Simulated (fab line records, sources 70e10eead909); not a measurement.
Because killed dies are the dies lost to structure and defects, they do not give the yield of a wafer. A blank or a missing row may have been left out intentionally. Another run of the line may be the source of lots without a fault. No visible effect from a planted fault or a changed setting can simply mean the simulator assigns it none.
A single fault, viewed from 3 desks || flow nand-harc || each desk holds nothing but its own numbers, with what lay behind them at the end

== THE DEFECT DESK ==
Lot by lot, what the route's inspections counted, given as the mean of those sampled wafers with a number. Any lot whose mean is over 4 standard deviations away from the usual mean is out of limits and marked OUT; that distance is given in the brackets.
Columns: A = raw-defect-count at NHARC_A_BLC_INSPECT_28, usual 502
{"lot": "L694", "first seen here": "day 23 05:48", "A": 521}
{"lot": "L695", "first seen here": "day 23 08:50", "A": 475}
{"lot": "L699", "first seen here": "day 25 16:13", "A": 429}
{"lot": "L701", "first seen here": "day 26 20:47", "A": 473}
{"lot": "L703", "first seen here": "day 26 21:35", "A": 458}
{"lot": "L702", "first seen here": "day 27 15:45", "A": 398}
{"lot": "L704", "first seen here": "day 28 01:22", "A": 441}
{"lot": "L705", "first seen here": "day 28 17:13", "A": 648}
{"lot": "L708", "first seen here": "day 28 20:29", "A": 508}
{"lot": "L706", "first seen here": "day 29 01:52", "A": 456}
{"lot": "L715", "first seen here": "day 31 17:52", "A": 515}
{"lot": "L714", "first seen here": "day 31 19:42", "A": 530}
Finding of this desk: none of the 12 lots has anything out of limits.

== AT THE TOOL OWNER'S DESK: cmp-04 ==
The tool's own readings at NHARC_A_M0_CMP_23 (polishes, t overpolish 20 s, target thk 113.75 nm): means of the sampled wafers that have a number, for each lot that ran on this tool. Any lot whose mean is over 4 standard deviations away from the usual mean is out of limits and marked OUT; that distance is given in the brackets.
Columns: A = edge-zone-pressure-frac at NHARC_A_M0_CMP_23, usual 1.000; B = motor-current-A at NHARC_A_M0_CMP_23, usual 11.7 A; C = time-to-endpoint-s at NHARC_A_M0_CMP_23, usual 30.3 s
{"lot": "L695", "first seen here": "day 23 12:01", "A": 1.001, "B": 14.2, "C": 29.0}
{"lot": "L715", "first seen here": "day 31 20:58", "A": 1.001, "B": 13.0, "C": 31.3}
Finding of this desk: none of the 2 lots has anything out of limits.

== THE METROLOGY DESK ==
What the gauges read for every lot (on any tool): the sampled wafers with a number, averaged. Any lot whose mean is over 4 standard deviations away from the usual mean is out of limits and marked OUT; that distance is given in the brackets.
Columns: A = overlay-x-nm at NHARC_A_M0_OVL_MEAS_10, usual 0.1 nm; B = overlay-y-nm at NHARC_A_M0_OVL_MEAS_10, usual 0.0 nm; C = thk-nm at NHARC_A_M0_THK_MEAS_24, usual 114.2 nm
{"lot": "L694", "first seen here": "day 23 06:47", "A": -0.1, "B": -1.0, "C": 113.5}
{"lot": "L695", "first seen here": "day 23 09:42", "A": -0.6, "B": -0.0, "C": 113.6}
{"lot": "L699", "first seen here": "day 25 17:13", "A": -0.2, "B": -0.2, "C": 114.0}
{"lot": "L701", "first seen here": "day 26 21:46", "A": 1.5, "B": 1.5, "C": 113.4}
{"lot": "L703", "first seen here": "day 26 22:36", "A": -0.6, "B": -0.9, "C": 116.9}
{"lot": "L702", "first seen here": "day 27 16:37", "A": 1.0, "B": 1.1, "C": "406.7 (+99 or more) OUT"}
{"lot": "L704", "first seen here": "day 28 02:22", "A": -0.2, "B": -0.2, "C": "397.5 (+99 or more) OUT"}
{"lot": "L705", "first seen here": "day 28 18:11", "A": -0.1, "B": 0.5, "C": 114.8}
{"lot": "L708", "first seen here": "day 28 21:28", "A": -0.6, "B": -0.4, "C": 114.2}
{"lot": "L706", "first seen here": "day 29 02:46", "A": 0.2, "B": 1.5, "C": 114.6}
{"lot": "L715", "first seen here": "day 31 18:51", "A": 0.7, "B": -0.8, "C": 112.6}
{"lot": "L714", "first seen here": "day 31 20:41", "A": 0.5, "B": 0.6, "C": 114.5}
Finding of this desk: L702, L704 out of limits; the first was L702 at day 27 19:01, on thk-nm at NHARC_A_M0_THK_MEAS_24. Within limits: L694, L695, L699, L701, L703, L705, L708, L706, L715, L714.

== PUT TOGETHER ==
The metrology desk could have raised an alarm at day 27 19:01, on L702, L704.
Nothing the defect desk looked at was out of limits.
The tool owner's desk saw nothing out of limits.
The defect desk has L702, L704 on record, within its limits.
The tool owner's desk has no number on record for L702, L704.
On cmp-04, each named lot ran NHARC_A_M0_CMP_23.

== WHAT HAD BEEN PUT IN BY THE SIMULATOR ==
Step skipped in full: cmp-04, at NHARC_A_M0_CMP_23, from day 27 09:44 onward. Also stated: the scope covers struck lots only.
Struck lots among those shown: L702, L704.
Delay in hours, fault start to first out-of-limits reading, per desk: metrology desk 9.
